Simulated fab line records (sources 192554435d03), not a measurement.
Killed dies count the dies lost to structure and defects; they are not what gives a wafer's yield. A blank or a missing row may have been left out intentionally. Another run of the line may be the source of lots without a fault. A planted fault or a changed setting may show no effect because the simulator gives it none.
Matching of chambers | flow n5_finfet | N5_BEOL_M6_ILD_DEP_00 on pecvd-01 has 3 sister chambers
The step deposits SiCOH lowk from DEMS/porogen, target thk 179.75 nm, time 33.4 s. 18 wafers are shown with their chamber, then 9 later ones without.

## WAFERS, EACH WITH ITS CHAMBER
wafer  | chamber | throttle_valve_pct (%) | heater_power_w (W) | showerhead_plenum_p_Torr (Torr)
L074.2 | 0       | 14.6                   | 345                | 5.727
L074.5 | 1       | 13.6                   | 236                | 5.710
L074.6 | 2       | 13.9                   | 427                | 5.701
L077.1 | 1       | 13.7                   | 220                | 5.707
L077.2 | 2       | 13.8                   | 359                | 5.717
L077.5 | 0       | 14.4                   | 307                | 5.729
L076.1 | 2       | 13.8                   | 367                | 5.728
L076.2 | 1       | 13.5                   | 234                | 5.708
L076.4 | 0       | 14.7                   | 313                | 5.728
L084.1 | 1       | 13.5                   | 253                | 5.697
L084.2 | 0       | 14.7                   | 291                | 5.723
L084.4 | 1       | 13.5                   | 253                | 5.695
L087.2 | 0       | 14.7                   | 328                | 5.741
L087.3 | 1       | 13.7                   | 248                | 5.709
L087.5 | 0       | 14.6                   | 341                | 5.733
L088.2 | 1       | 13.9                   | 243                | 5.703
L088.4 | 1       | 13.5                   | 250                | 5.705
L088.5 | 0       | 14.6                   | 345                | 5.735

SIGNATURES (means of the wafers above)
reading                  | chamber 0 | chamber 1 | chamber 2 | scatter within a chamber
throttle_valve_pct       | 14.614    | 13.613    | 13.833    | 0.122
heater_power_w           | 324.29    | 242.12    | 384.33    | 20.6
showerhead_plenum_p_Torr | 5.73086   | 5.70425   | 5.71533   | 0.0073
Rule: a wafer's distance from a chamber is the root of the sum, over the readings, of the square of ((its reading less the chamber's mean) divided by the reading's scatter). The wafer belongs to the nearest chamber; if the next one is less than 2 further off, it can't be placed. The scatter: take each reading less its chamber's mean, square it, sum over the shown wafers, divide by the number of wafers less the number of chambers, and take the root.

## WAFERS WITH NO CHAMBER GIVEN
wafer  | throttle_valve_pct (%) | heater_power_w (W) | showerhead_plenum_p_Torr (Torr)
L089.2 | 13.9                   | 429                | 5.737
L089.4 | 13.5                   | 216                | 5.704
L089.5 | 13.9                   | 423                | 5.723
L092.1 | 13.6                   | 257                | 5.710
L092.2 | 14.8                   | 321                | 5.716
L092.5 | 14.2                   | 414                | 5.710
L096.1 | 14.7                   | 266                | 5.725
L096.2 | 13.5                   | 252                | 5.716
L096.3 | 14.0                   | 355                | 5.728

## CHAMBER TAKEN BY EACH
wafer  | from the rows above | in truth
L089.2 | 2                   | 2
L089.4 | 1                   | 1
L089.5 | 2                   | 2
L092.1 | 1                   | 1
L092.2 | 0                   | 0
L092.5 | 2                   | 2
L096.1 | 0                   | 0
L096.2 | 1                   | 1
L096.3 | 2                   | 2
Placed correctly: 9 of 9. From these rows, 0 cannot be placed. Placed wrongly: 0.
